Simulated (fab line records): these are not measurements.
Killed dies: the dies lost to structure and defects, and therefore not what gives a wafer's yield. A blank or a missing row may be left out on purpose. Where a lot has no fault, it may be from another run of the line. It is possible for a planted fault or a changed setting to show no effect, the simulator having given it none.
fab line records + flow n5Finfet
[record]
- lots = 6
- wafers = 17
- lastDay = 19
route steps=1938 shown BEOL_M14@1751
lots that met no fault: taken from a fault-free run of the same line
startH: hours from the record's first day to the start of the lot's first wafer shown + waitH: time in hours since the lot's previous step + " as in the row above + L1.1+2: one row covering several wafers at once + - no value present, or no start provided + * or withheld: withheld + < > ~ a bound
route shown NAME@n: names a module that has steps shown in the file, with the first one's number in the route + usual: mean/standard deviation of fault-free wafers + same: alike in all rows + chamber/n: place in a boat + sites: the reading at each site + _std_site: the values' standard deviation + _edge_site: inner sites' mean taken away from outer sites' mean + radiusMm: for every site, how far away it sits from the centre of the wafer + mask NAME#n: copy n + behind: the tool/chamber that last shaped the wafer + hold: why the lot was held/for how many hours/how that ended + device: names the non-switching transistor (n, p or np) + end of line: the route-end tests of the same wafers + step lacking rows: just its recipe + killed: dies that structure and defects cost at the first sort, which is not the same as the wafer's yield + map: per-die view of a wafer (x killed, . not killed, _ where there is no die)
set.NAME: the run value of the setting; set.NAME@STEP: its run value at that earlier step + model.NAME: the simulator's own value behind a step, which no gauge read
lots at some steps of the route; a table a step, a row a wafer
services: a tool's chamber out of use, with start hour (startH, from the record's first day; less than 0 if before it), hours out, and reason
[[steps]]
[step N5_BEOL_M14_ETCH_68]
[recipe]
- chemistry = N2/H2
- target = SOC
- maskMaterial = SiARC
- sourceW = 3000
- biasW = 350
- tempC = 40
- timeS = 450
- ionEnergyEv = 200
- pressureMtorr = 30
- n2FlowSccm = 200
- h2FlowSccm = 200
[step N5_BEOL_M14_STRIP_69]
[recipe]
- chemistry = N2/H2
- tempC = 40
- n2FlowSccm = 200
- h2FlowSccm = 200
- rfFrequencyHz = 6e+07
[step N5_BEOL_M14_TRENCH_ETCH_34]
[recipe]
- chemistry = C4F8/O2/Ar
- target = SiO2
- targetDepthA = 5566.5
- maskMaterial = SOC
- heInnerTorr = 15
- heOuterTorr = 30
- timeS = 126.9
- ionEnergyEv = 800
- pressureMtorr = 20
- sourceW = 1905
- biasW = 2040
- Ar_flow_sccm = 400
- C4F8_flow_sccm = 16
- O2_flow_sccm = 12
[usual]
- O2_flow_sccm = 12.00/0.036
- drypumpMotorCurrentA = 5.6/0.53
- mfcArSccm = 399.9/1.4
- oes_o_777_au = 0.79/0.074
- oesProductAu = 0.79/0.077
- rfVppV = 2218/31
- showerheadPlenumPTorr = 3.43/0.12
- throttleValvePct = 30.91/0.28
| lot.wafer | tool       | chamber | startH | waitH | O2_flow_sccm | drypumpMotorCurrentA | mfcArSccm | oes_o_777_au | oesProductAu | rfHoursCounterH | rfVppV | showerheadPlenumPTorr | throttleValvePct |
|-----------|------------|---------|--------|-------|--------------|----------------------|-----------|--------------|--------------|-----------------|--------|-----------------------|------------------|
| L311.1    | rieDiel-06 | 1       | 284.86 | 0.0   | 12.01        | 5.9                  | 399.2     | 0.85         | 0.85         | 74              | 2250   | 3.62                  | 30.94            |
| L311.5    | "          | 3       | "      | "     | 11.96        | 4.9                  | 401.1     | 0.89         | 0.88         | -               | 2259   | 3.65                  | 31.25            |
| L311.6    | "          | 2       | "      | "     | 12.05        | 5.4                  | 397.5     | 0.93         | 0.92         | -               | 2230   | 3.50                  | 30.87            |
| L318.1    | rieDiel-03 | 2       | 346.36 | 0.0   | 12.04        | 5.6                  | 399.9     | 0.77         | 0.76         | 136             | 2262   | 3.30                  | 30.93            |
| L318.2    | "          | 0       | "      | "     | 12.01        | 5.2                  | 398.3     | 0.72         | 0.74         | 159             | 2229   | 3.56                  | 31.06            |
| L318.5    | "          | 0       | "      | "     | 11.98        | 5.2                  | 399.3     | 0.73         | 0.74         | -               | 2227   | 3.56                  | 31.06            |
| L320.3    | rieDiel-04 | 0       | 357.27 | 0.0   | 12.05        | 5.0                  | 398.0     | 0.76         | 0.75         | 158             | 2176   | 3.33                  | 31.15            |
| L320.6    | "          | 1       | "      | "     | 12.02        | 5.7                  | 402.0     | 0.73         | 0.70         | -               | 2192   | 3.25                  | 30.42            |
| L325.2    | rieDiel-04 | 2       | 383.90 | 0.0   | 11.98        | 6.8                  | 399.1     | 0.87         | 0.90         | 24              | 2219   | 3.38                  | 31.20            |
| L325.3    | "          | 0       | "      | "     | 12.04        | 5.0                  | 400.4     | 0.76         | 0.74         | 168             | 2175   | 3.32                  | 31.13            |
| L325.5    | "          | 0       | "      | "     | 12.00        | 4.9                  | 399.5     | 0.76         | 0.74         | -               | 2176   | 3.32                  | 31.14            |
| L329.1    | rieDiel-06 | 1       | 411.75 | 0.0   | 12.04        | 5.9                  | 399.8     | 0.80         | 0.81         | 123             | 2246   | 3.60                  | 31.00            |
| L329.3    | "          | 0       | "      | "     | 11.98        | 5.3                  | 401.2     | 0.81         | 0.82         | 88              | 2217   | 3.44                  | 30.79            |
| L329.6    | "          | 3       | "      | "     | 12.02        | 5.0                  | 398.5     | 0.84         | 0.83         | -               | 2258   | 3.62                  | 31.29            |
| L330.1    | rieDiel-06 | 2       | 425.69 | 0.0   | 12.06        | 5.4                  | 399.5     | 0.85         | 0.84         | 67              | 2227   | 3.47                  | 30.90            |
| L330.2    | "          | 1       | "      | "     | 11.97        | 5.9                  | 401.1     | 0.80         | 0.81         | 128             | 2248   | 3.59                  | 31.02            |
| L330.6    | "          | 2       | "      | "     | 12.03        | 5.4                  | 400.6     | 0.85         | 0.83         | -               | 2227   | 3.47                  | 30.91            |
[step N5_BEOL_M14_STRIP_70]
[recipe]
- chemistry = C4F8/O2/Ar
- resist = SiARC
- rfFrequencyHz = 6e+07
[step N5_BEOL_M14_OCD_MEAS_35]
[usual]
- trenchDepthNm = 556/10
| lot.wafer | tool   | chamber | startH | waitH | trenchDepthNm |
|-----------|--------|---------|--------|-------|---------------|
| L311.1    | ocd-02 | -       | 285.02 | 0.0   | 563           |
| L311.5    | "      | -       | "      | "     | 571           |
| L311.6    | "      | -       | "      | "     | 579           |
| L318.1    | ocd-02 | -       | 346.52 | 0.0   | 533           |
| L318.2    | "      | -       | "      | "     | 553           |
| L318.5    | "      | -       | "      | "     | 553           |
| L320.3    | ocd-02 | -       | 357.42 | 0.0   | 551           |
| L320.6    | "      | -       | "      | "     | 551           |
| L325.2    | ocd-02 | -       | 384.05 | 0.0   | 548           |
| L325.3    | "      | -       | "      | "     | 543           |
| L325.5    | "      | -       | "      | "     | 543           |
| L329.1    | ocd-01 | -       | 411.90 | 0.0   | 571           |
| L329.3    | "      | -       | "      | "     | 560           |
| L329.6    | "      | -       | "      | "     | 564           |
| L330.1    | ocd-02 | -       | 425.85 | 0.0   | 576           |
| L330.2    | "      | -       | "      | "     | 569           |
| L330.6    | "      | -       | "      | "     | 577           |
[step N5_BEOL_M14_STRIP_37]
[recipe]
- chemistry = O2
- powerW = 600
- tempC = 60
- pressureMtorr = 30
- rfFrequencyHz = 6e+07
- biasPowerW = 0
- overashFraction = 0.3
- o2FlowSccm = 225
[step N5_BEOL_M14_ETCH_38]
[recipe]
- chemistry = CF4/N2
- target = SiCN
- targetDepthA = 1065
- taperDeg = 2
- timeS = 120.6
- ionEnergyEv = 150
- maskMaterial = SiO2
- pressureMtorr = 40
- sourceW = 430
- biasW = 70
- Ar_flow_sccm = 100
- cf4FlowSccm = 60
- n2FlowSccm = 60
[usual]
- drypumpMotorCurrentA = 5.6/0.53
- mfcArSccm = 100.03/0.3
- oesProductAu = 0.82/0.072
- rfVppV = 382.3/2
- showerheadPlenumPTorr = 2.20/0.082
- throttleValvePct = 15.42/0.19
| lot.wafer | tool       | chamber | startH | waitH | drypumpMotorCurrentA | mfcArSccm | oesProductAu | rfHoursCounterH | rfVppV | showerheadPlenumPTorr | throttleValvePct |
|-----------|------------|---------|--------|-------|----------------------|-----------|--------------|-----------------|--------|-----------------------|------------------|
| L311.1    | rieDiel-06 | 0       | -      | -     | 5.3                  | 100.42    | 0.86         | 55              | 382.4  | 2.23                  | 15.35            |
| L311.5    | "          | 2       | "      | "     | 5.4                  | 99.76     | 0.92         | -               | 382.5  | 2.24                  | 15.22            |
| L311.6    | "          | 3       | "      | "     | 4.9                  | 99.89     | 0.88         | -               | 384.8  | 2.34                  | 15.65            |
| L318.1    | rieDiel-06 | 0       | -      | -     | 5.3                  | 100.38    | 0.83         | 75              | 381.4  | 2.23                  | 15.37            |
| L318.2    | "          | 1       | "      | "     | 5.9                  | 99.73     | 0.83         | 95              | 384.9  | 2.33                  | 15.42            |
| L318.5    | "          | 2       | "      | "     | 5.4                  | 100.09    | 0.89         | -               | 383.8  | 2.24                  | 15.28            |
| L320.3    | rieDiel-03 | 1       | -      | -     | 6.3                  | 99.52     | 0.74         | 160             | 381.0  | 2.21                  | 15.30            |
| L320.6    | "          | 2       | "      | "     | 5.6                  | 99.83     | 0.75         | -               | 379.8  | 2.11                  | 15.61            |
| L325.2    | rieDiel-06 | 3       | -      | -     | 5.0                  | 100.17    | 0.85         | 97              | 385.1  | 2.32                  | 15.71            |
| L325.3    | "          | 0       | "      | "     | 5.3                  | 100.19    | 0.82         | 86              | 382.1  | 2.22                  | 15.41            |
| L325.5    | "          | 1       | "      | "     | 5.9                  | 99.89     | 0.82         | -               | 383.6  | 2.32                  | 15.43            |
| L329.1    | rieDiel-06 | 0       | -      | -     | 5.2                  | 100.10    | 0.81         | 88              | 383.2  | 2.22                  | 15.42            |
| L329.3    | "          | 3       | "      | "     | 5.0                  | 100.43    | 0.82         | 111             | 385.3  | 2.32                  | 15.75            |
| L329.6    | "          | 2       | "      | "     | 5.4                  | 100.12    | 0.85         | -               | 384.0  | 2.23                  | 15.32            |
| L330.1    | rieDiel-03 | 3       | -      | -     | 5.7                  | 99.38     | 0.74         | 184             | 380.7  | 2.11                  | 15.40            |
| L330.2    | "          | 2       | "      | "     | 5.6                  | 100.23    | 0.74         | 158             | 380.8  | 2.11                  | 15.63            |
| L330.6    | "          | 1       | "      | "     | 6.3                  | 100.03    | 0.72         | -               | 381.5  | 2.20                  | 15.33            |
[step N5_BEOL_M14_PRECLEAN_39]
[recipe]
- chemistry = residueRemover
- timeS = 60
- tempC = 40
[step N5_BEOL_M14_SRD_40]
[recipe]
- timeS = 30
- tempC = 23
- rinseLiquid = diw
- dry = n2Spin
- spinRpm = 1500
- dryTimeS = 30
[step N5_BEOL_M14_DEGAS_41]
[recipe]
- ambient = vacuum
- tempC = 300
- timeS = 60
[usual]
- heaterPowerW = 470/29
| lot.wafer | tool          | chamber | startH | waitH | heaterPowerW |
|-----------|---------------|---------|--------|-------|--------------|
| L311.1    | pvdSputter-02 | -       | 287.52 | 0.2   | 440          |
| L311.5    | "             | -       | "      | "     | 441          |
| L311.6    | "             | -       | "      | "     | 479          |
| L318.1    | pvdSputter-03 | -       | 351.83 | 0.5   | 527          |
| L318.2    | "             | -       | "      | "     | 515          |
| L318.5    | "             | -       | "      | "     | 441          |
| L320.3    | pvdSputter-03 | -       | 362.05 | 0.3   | 440          |
| L320.6    | "             | -       | "      | "     | 449          |
| L325.2    | pvdSputter-03 | -       | 384.63 | 0.2   | 434          |
| L325.3    | "             | -       | "      | "     | 521          |
| L325.5    | "             | -       | "      | "     | 456          |
| L329.1    | pvdSputter-02 | -       | 413.55 | 0.3   | 531          |
| L329.3    | "             | -       | "      | "     | 460          |
| L329.6    | "             | -       | "      | "     | 458          |
| L330.1    | pvdSputter-01 | -       | 430.01 | 0.2   | 486          |
| L330.2    | "             | -       | "      | "     | 465          |
| L330.6    | "             | -       | "      | "     | 443          |
[step N5_BEOL_M14_PRE_CLEAN_42]
[recipe]
- gas = H2/He
- timeS = 30
- tempC = 300
[step N5_BEOL_M14_SPUTTER_43]
[recipe]
- material = TaN
- targetThkA = 150
- tempC = 50
- biasV = 168.6
- powerW = 15000
- chamberPressurePa = 0.12
- timeS = 24.19
[usual]
- throttleValvePct = 30.2/1.1
| lot.wafer | tool          | chamber | startH | waitH | throttleValvePct |
|-----------|---------------|---------|--------|-------|------------------|
| L311.1    | pvdSputter-02 | -       | 287.60 | 0.0   | 29.8             |
| L311.5    | "             | -       | "      | "     | 29.9             |
| L311.6    | "             | -       | "      | "     | 28.6             |
| L318.1    | pvdSputter-03 | -       | 351.91 | 0.0   | 29.9             |
| L318.2    | "             | -       | "      | "     | 28.5             |
| L318.5    | "             | -       | "      | "     | 29.2             |
| L320.3    | pvdSputter-03 | -       | 362.13 | 0.0   | 30.7             |
| L320.6    | "             | -       | "      | "     | 30.3             |
| L325.2    | pvdSputter-03 | -       | 384.71 | 0.0   | 30.4             |
| L325.3    | "             | -       | "      | "     | 28.3             |
| L325.5    | "             | -       | "      | "     | 30.2             |
| L329.1    | pvdSputter-02 | -       | 413.63 | 0.0   | 30.4             |
| L329.3    | "             | -       | "      | "     | 28.6             |
| L329.6    | "             | -       | "      | "     | 28.4             |
| L330.1    | pvdSputter-01 | -       | 430.09 | 0.0   | 31.3             |
| L330.2    | "             | -       | "      | "     | 31.8             |
| L330.6    | "             | -       | "      | "     | 30.7             |
[step N5_BEOL_M14_SPUTTER_44]
[recipe]
- material = Ta
- targetThkA = 150
- tempC = 50
- biasV = 80
- powerW = 15000
- chamberPressurePa = 0.07
- timeS = 24.19
[usual]
- throttleValvePct = 30.2/1.1
| lot.wafer | tool          | chamber | startH | waitH | throttleValvePct | model.Ta_of_BEOL_M14_SPUTTER_44.thkNm |
|-----------|---------------|---------|--------|-------|------------------|---------------------------------------|
| L311.1    | pvdSputter-02 | -       | 287.68 | 0.0   | 29.4             | 15.2                                  |
| L311.5    | "             | -       | "      | "     | 29.7             | 15.2                                  |
| L311.6    | "             | -       | "      | "     | 28.7             | 15.2                                  |
| L318.1    | pvdSputter-03 | -       | 351.99 | 0.0   | 30.4             | 15.6                                  |
| L318.2    | "             | -       | "      | "     | 28.4             | 15.2                                  |
| L318.5    | "             | -       | "      | "     | 29.6             | 15.4                                  |
| L320.3    | pvdSputter-03 | -       | 362.21 | 0.0   | 30.3             | 10.6                                  |
| L320.6    | "             | -       | "      | "     | 30.1             | 15                                    |
| L325.2    | pvdSputter-03 | -       | 384.79 | 0.0   | 30.1             | 14.8                                  |
| L325.3    | "             | -       | "      | "     | 28.0             | 10.6                                  |
| L325.5    | "             | -       | "      | "     | 30.5             | 10.6                                  |
| L329.1    | pvdSputter-02 | -       | 413.71 | 0.0   | 30.5             | 14.8                                  |
| L329.3    | "             | -       | "      | "     | 28.3             | 14.8                                  |
| L329.6    | "             | -       | "      | "     | 28.4             | 14.8                                  |
| L330.1    | pvdSputter-01 | -       | 430.17 | 0.0   | 31.7             | 15                                    |
| L330.2    | "             | -       | "      | "     | 31.6             | 15                                    |
| L330.6    | "             | -       | "      | "     | 30.3             | 15                                    |
[step N5_BEOL_M14_SPUTTER_45]
[recipe]
- material = Cu
- targetThkA = 1000
- tempC = -20
- biasV = 60
- powerW = 26000
- chamberPressurePa = 0.13
- timeS = 16.67
[usual]
- chuckSensorTempC = -15.9/0.37
- throttleValvePct = 30.2/1.2
| lot.wafer | tool          | chamber | startH | waitH | chuckSensorTempC | throttleValvePct |
|-----------|---------------|---------|--------|-------|------------------|------------------|
| L311.1    | pvdSputter-02 | -       | 287.76 | 0.0   | -15.8            | 29.5             |
| L311.5    | "             | -       | "      | "     | -15.9            | 29.5             |
| L311.6    | "             | -       | "      | "     | -15.5            | 29.0             |
| L318.1    | pvdSputter-03 | -       | 352.07 | 0.0   | -15.9            | 30.2             |
| L318.2    | "             | -       | "      | "     | -15.7            | 28.1             |
| L318.5    | "             | -       | "      | "     | -16.4            | 29.5             |
| L320.3    | pvdSputter-03 | -       | 362.29 | 0.0   | -15.7            | 30.5             |
| L320.6    | "             | -       | "      | "     | -15.7            | 30.2             |
| L325.2    | pvdSputter-03 | -       | 384.87 | 0.0   | -15.7            | 30.1             |
| L325.3    | "             | -       | "      | "     | -15.9            | 28.1             |
| L325.5    | "             | -       | "      | "     | -15.9            | 30.1             |
| L329.1    | pvdSputter-02 | -       | 413.79 | 0.0   | -15.9            | 30.3             |
| L329.3    | "             | -       | "      | "     | -14.8            | 28.2             |
| L329.6    | "             | -       | "      | "     | -14.8            | 28.4             |
| L330.1    | pvdSputter-01 | -       | 430.25 | 0.0   | -16.1            | 31.6             |
| L330.2    | "             | -       | "      | "     | -16.4            | 31.6             |
| L330.6    | "             | -       | "      | "     | -15.7            | 30.6             |
[step N5_BEOL_M14_ECD_47]
[recipe]
- material = Cu
- targetThkA = 12480
[step N5_BEOL_M14_ANNEAL_48]
[recipe]
- tempC = 225
- timeS = 90
- ambient = N2
[step N5_BEOL_M14_CMP_49]
[recipe]
- stopOn = SiO2
- tOverpolishS = 5.2
- downForcePsi = 2
- platenRpm = 80
- clearingPlatenDownForcePsi = 2
- clearingPlatenRpm = 80
- postCmpClean = cuAlkaline
- targetThkNm = 560
- clearingPlatenPadVelocityMS = 1.5917
- padVelocityMS = 1.5917
[usual]
- barrierFieldEndpointS = 11.36/0.25
- clearingPlatenDownForcePsi = 2.000/0.0043
- edgeZonePressureFrac = 1.000/0.0052
- motorCurrentA = 7.6/0.81
| lot.wafer | tool   | chamber | startH | waitH | barrierFieldEndpointS | clearingPlatenDownForcePsi | edgeZonePressureFrac | motorCurrentA |
|-----------|--------|---------|--------|-------|-----------------------|----------------------------|----------------------|---------------|
| L311.1    | cmp-02 | 1       | 288.67 | 0.5   | 11.57                 | 2.001                      | 0.988                | 8.2           |
| L311.6    | "      | 0       | "      | "     | 11.39                 | 2.000                      | 0.996                | 6.6           |
| L311.5    | "      | 1       | "      | "     | 11.72                 | 2.001                      | 0.995                | 8.5           |
| L318.2    | cmp-02 | 0       | 352.75 | 0.3   | 11.50                 | 2.009                      | 1.008                | 6.9           |
| L318.1    | "      | 1       | "      | "     | 11.77                 | 2.001                      | 0.991                | 8.2           |
| L318.5    | "      | 3       | "      | "     | 11.55                 | 1.994                      | 1.003                | 7.4           |
| L320.3    | cmp-01 | 0       | 363.00 | 0.3   | 9.81                  | 1.992                      | 1.006                | 7.2           |
| L320.6    | "      | 1       | "      | "     | 11.58                 | 1.998                      | 1.008                | 6.6           |
| L325.2    | cmp-02 | 0       | 385.71 | 0.3   | 11.18                 | 2.004                      | 1.001                | 7.0           |
| L325.3    | "      | 2       | "      | "     | 9.72                  | 1.996                      | 1.007                | 7.2           |
| L325.5    | "      | 0       | "      | "     | 9.73                  | 2.009                      | 1.007                | 6.8           |
| L329.1    | cmp-03 | 1       | 414.50 | 0.3   | 11.33                 | 2.003                      | 0.993                | 7.8           |
| L329.3    | "      | 2       | "      | "     | 10.98                 | 2.001                      | 0.994                | 7.2           |
| L329.6    | "      | 0       | "      | "     | 10.96                 | 2.001                      | 0.990                | 7.8           |
| L330.2    | cmp-03 | 0       | 431.25 | 0.3   | 11.17                 | 2.003                      | 1.009                | 7.8           |
| L330.1    | "      | 1       | "      | "     | 11.00                 | 2.003                      | 0.999                | 7.7           |
| L330.6    | "      | 2       | "      | "     | 11.36                 | 2.001                      | 1.000                | 7.3           |
[step N5_BEOL_M14_THK_MEAS_50]
[recipe]
- thkMeasGauge = xrf
- reads = Cu_of_BEOL_M14_ECD_47
[usual]
- M14_THK = 561/12
| lot.wafer | tool         | chamber | startH | waitH | M14_THK[nm] |
|-----------|--------------|---------|--------|-------|-------------|
| L311.1    | filmMetro-02 | -       | 288.92 | -     | 566         |
| L311.5    | "            | -       | "      | "     | 582         |
| L311.6    | "            | -       | "      | "     | 586         |
| L318.1    | filmMetro-02 | -       | 352.97 | -     | 544         |
| L318.2    | "            | -       | "      | "     | 557         |
| L318.5    | "            | -       | "      | "     | 559         |
| L320.3    | filmMetro-02 | -       | 363.19 | -     | 559         |
| L320.6    | "            | -       | "      | "     | 556         |
| L325.2    | filmMetro-02 | -       | 386.01 | -     | 555         |
| L325.3    | "            | -       | "      | "     | 553         |
| L325.5    | "            | -       | "      | "     | 550         |
| L329.1    | filmMetro-01 | -       | 414.72 | -     | 574         |
| L329.3    | "            | -       | "      | "     | 564         |
| L329.6    | "            | -       | "      | "     | 568         |
| L330.1    | filmMetro-01 | -       | 431.46 | -     | 581         |
| L330.2    | "            | -       | "      | "     | 568         |
| L330.6    | "            | -       | "      | "     | 580         |
[[services]]
| tool       | chamber | startH | hours | kind   |
|------------|---------|--------|-------|--------|
| cmp-02     | -       | 264.02 | 0.6   | repair |
| rieDiel-03 | 1       | 265.87 | 8.3   | repair |
| cmp-02     | -       | 266.06 | 5.0   | pm     |
| cmp-01     | -       | 268.06 | 1.7   | repair |
| cmp-01     | -       | 271.17 | 4.0   | pm     |
| cmp-02     | -       | 274.28 | 1.9   | repair |
| cmp-03     | -       | 290.81 | 6.8   | pm     |
| rieDiel-03 | 0       | 314.36 | 19.1  | repair |
| rieDiel-03 | 1       | 319.35 | 9.5   | repair |
| cmp-03     | -       | 320.15 | 1.3   | repair |
| cmp-01     | -       | 322.99 | 7.6   | pm     |
| rieDiel-06 | 0       | 335.30 | 4.4   | repair |
| cmp-02     | -       | 338.31 | 0.5   | repair |
| rieDiel-03 | 3       | 338.59 | 11.0  | repair |
| cmp-01     | -       | 354.36 | 4.2   | pm     |
| cmp-03     | -       | 355.18 | 6.8   | pm     |
| rieDiel-04 | 2       | 358.26 | 6.6   | repair |
| cmp-03     | -       | 368.57 | 0.9   | repair |
| cmp-01     | -       | 371.60 | 2.7   | repair |
| rieDiel-06 | 2       | 379.85 | 11.7  | repair |
| rieDiel-03 | 2       | 380.00 | 12.7  | repair |
| rieDiel-06 | 0       | 386.76 | 22.5  | repair |
| rieDiel-03 | 2       | 394.52 | 8.1   | repair |
| rieDiel-06 | -       | 396.50 | 0.7   | repair |
[[key]]
[firstSign]
- step = N5_BEOL_M14_CMP_49
- reading = barrierFieldEndpointS
- direction = down
- sigmas = 6.5
- usual = 11.36
- struck = 9.75
effect none on later readings
[modelEffect]
- step = N5_BEOL_M14_SPUTTER_44
- value = Ta_of_BEOL_M14_SPUTTER_44.thkNm
- without = 14.93
- struck = 10.6
metAt N5_BEOL_M14_SPUTTER_44
struckWafers L320.3,L325.3,L325.5
onsetBetween 351.99 362.21
[fault]
- kind = processParameterDrift
- tool = pvdSputter-03
- chamber = -
- onsetH = 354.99
- steps = N5_BEOL_M14_SPUTTER_44
- channel = timeS
- offset = *
- shape = step
- endH = 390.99
- scope = struckWafersOnly
- actsIn = *
- stated = *
